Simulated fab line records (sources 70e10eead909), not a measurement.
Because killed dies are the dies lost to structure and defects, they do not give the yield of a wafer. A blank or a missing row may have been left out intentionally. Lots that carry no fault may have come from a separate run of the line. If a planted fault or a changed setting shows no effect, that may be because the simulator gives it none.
Matching of chambers :: flow nand_harc :: rie_diel-08 running NHARC_P_GATE_STRIP_101: 4 sister chambers
The step strips in O2, time 20 s. 4 wafers are shown with their chamber, then 7 later ones without.

WAFERS WITH THEIR CHAMBER
wafer: L083.2
chamber: 1
showerhead_plenum_p_Torr (Torr): 3.75

wafer: L083.5
chamber: 2
showerhead_plenum_p_Torr (Torr): 3.73

wafer: L084.1
chamber: 3
showerhead_plenum_p_Torr (Torr): 3.68

wafer: L084.4
chamber: 0
showerhead_plenum_p_Torr (Torr): 3.50

WAFERS MISSING THEIR CHAMBER
wafer: L084.6
showerhead_plenum_p_Torr (Torr): 3.50

wafer: L085.2
showerhead_plenum_p_Torr (Torr): 3.49

wafer: L085.3
showerhead_plenum_p_Torr (Torr): 3.73

wafer: L085.6
showerhead_plenum_p_Torr (Torr): 3.49

wafer: L090.1
showerhead_plenum_p_Torr (Torr): 3.49

wafer: L090.2
showerhead_plenum_p_Torr (Torr): 3.72

wafer: L090.6
showerhead_plenum_p_Torr (Torr): 3.72

WHICH CHAMBER EACH ONE RAN IN
wafer: L084.6
from the rows above: 0
in truth: 0

wafer: L085.2
from the rows above: 0
in truth: 0

wafer: L085.3
from the rows above: 2
in truth: 2

wafer: L085.6
from the rows above: 0
in truth: 0

wafer: L090.1
from the rows above: 0
in truth: 0

wafer: L090.2
from the rows above: 2
in truth: 2

wafer: L090.6
from the rows above: 2
in truth: 2
Placed correctly: 7 of 7. Left unplaced by these rows: 0. Wrongly placed: 0.
How it was worked out, from the rows above alone: a wafer's distance from a chamber is the root of the sum, over the readings, of the square of ((its reading less the chamber's mean) divided by the reading's scatter). The wafer belongs to the nearest chamber; if the next one is less than 2 further off, it can't be placed. The mean given for a chamber averages the wafers shown for that chamber. The scatter: root of mean squared gap, hidden wafer to nearest shown wafer, with one shown wafer a chamber.
